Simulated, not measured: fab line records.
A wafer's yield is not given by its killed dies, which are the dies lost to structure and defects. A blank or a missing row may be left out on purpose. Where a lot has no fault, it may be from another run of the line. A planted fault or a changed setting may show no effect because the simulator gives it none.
Lot-split experiment    flow n5_finfet    on a route of 1938 steps: 7 lots, 21 wafers read

ABOUT THE SPLIT
At N5_BEOL_M5_COAT_05 (resist thk 30 nm), the setting spin_rpm was moved away from the recipe's 1500 rpm on 8 of the 21 wafers read, by -10.3% to -4.1%. This setting was run at the recipe's value on the other wafers.

FROM THE SPLIT TO THE READING: what the file shows between them, 4 steps
- N5_BEOL_M5_EBR_07
- N5_BEOL_M5_SOFTBAKE_06: time 60 s
- N5_BEOL_M5_EXPOSE_08: exposes mask M5, target cd 28 nm
- N5_BEOL_M5_PEB_09: peb time 60 s

THE READING
CAR-EUV_of_BEOL_M5_COAT_05.thk_nm (the simulator's own value, which no gauge read), in nm, at N5_BEOL_M5_DEVELOP_10 (develop time 30 s). The file does not state a usual value for it. Here, 13 wafers ran the recipe; their average is 29.4 nm with a standard deviation of 0.11 nm.

wafer   tool, chamber at the split  spin_rpm as run, rpm  against the recipe  CAR-EUV_of_BEOL_M5_COAT_05.thk_nm, nm  against lot-mates on the recipe
L075.1  litho_track-02, 0           1500                  recipe              29.4                                   -
L075.3  litho_track-02, 0           1500                  recipe              29.4                                   -
L075.6  litho_track-02, 0           1500                  recipe              29.4                                   -
L077.1  litho_track-01, 0           1500                  recipe              29.2                                   -
L077.2  litho_track-01, 0           1396                  -6.9%               30.4                                   +1.2
L077.5  litho_track-01, 0           1396                  -6.9%               30.4                                   +1.2
L080.4  litho_track-05, 0           1500                  recipe              29.4                                   -
L080.5  litho_track-05, 0           1500                  recipe              29.4                                   -
L080.6  litho_track-05, 0           1500                  recipe              29.6                                   -
L082.1  litho_track-01, 0           1345                  -10.3%              31                                     no lot-mate on the recipe
L082.2  litho_track-01, 0           1345                  -10.3%              31.2                                   no lot-mate on the recipe
L082.4  litho_track-01, 0           1345                  -10.3%              31.2                                   no lot-mate on the recipe
L083.1  litho_track-02, 0           1438                  -4.1%               30.2                                   +0.8
L083.4  litho_track-02, 0           1438                  -4.1%               30.2                                   +0.8
L083.6  litho_track-02, 0           1500                  recipe              29.4                                   -
L093.1  litho_track-01, 0           1361                  -9.3%               31                                     +1.6
L093.3  litho_track-01, 0           1500                  recipe              29.4                                   -
L093.6  litho_track-01, 0           1500                  recipe              29.4                                   -
L097.2  litho_track-01, 0           1500                  recipe              29.4                                   -
L097.3  litho_track-01, 0           1500                  recipe              29.6                                   -
L097.4  litho_track-01, 0           1500                  recipe              29.6                                   -

FIT RESULTS
A straight line over all 21 wafers: CAR-EUV_of_BEOL_M5_COAT_05.thk_nm changes by -0.162 nm for each +1% of spin_rpm; r = -0.99; the points scatter about the line by 0.11 nm.
The same after taking each lot's own level away (the mean of its wafers on the recipe; 18 wafers): -0.175 nm for each +1%; r = -0.99; scatter 0.064 nm.
The reading moves by 1.8 nm for the largest change in spin_rpm, on that fit.
Across the lots, their own levels run from 29.20 to 29.53 nm, a range of 3.1 times the standard deviation given above.
So the lot-to-lot level changes the slope little: the two slopes agree.
Check: +1.65 nm against its lot-mates is what the line predicts for one of the wafers moved furthest among these (-9.3%) when that wafer is left out of the fit. Against them it came out at +1.6 nm.

OTHER SPLITS APPLIED TO THESE WAFERS
Other splits were also applied to these wafers ahead of the reading. Each is held against what the fit with the lots' levels taken away leaves over:
other split on the same wafers  wafers away from the commonest value  r with CAR-EUV_of_BEOL_M5_COAT_05.thk_nm (lot level and that fit taken away)
N5_BEOL_M0_CUTY_ETCH_63 time_s  5                                     +0.15
N5_BEOL_M1_ILD_DEP_00 time_s    7                                     -0.16
N5_BEOL_M2_ALD_98 ald_cycles    7                                     +0.00
N5_BEOL_M3_EXPOSE_25 dose_mj    11                                    +0.21
N5_BEOL_M3_ALD_98 ald_cycles    6                                     +0.30

THE WHOLE CHAIN: every reading that the file lists as answering this split, in the file's order
step                   what it does       reading                                                                             change (the file's fit)                r (the file's)
N5_BEOL_M5_COAT_05     resist thk 30 nm   CAR-EUV_of_BEOL_M5_COAT_05.thk_nm (the simulator's own value, which no gauge read)  -0.164 nm for each +1% of the setting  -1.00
N5_BEOL_M5_DEVELOP_10  develop time 30 s  CAR-EUV_of_BEOL_M5_COAT_05.thk_nm (the simulator's own value, which no gauge read)  -0.175 nm for each +1% of the setting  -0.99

FILE'S OWN FIT
CAR-EUV_of_BEOL_M5_COAT_05.thk_nm changes by -0.175 nm for each +1% of spin_rpm, r = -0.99.
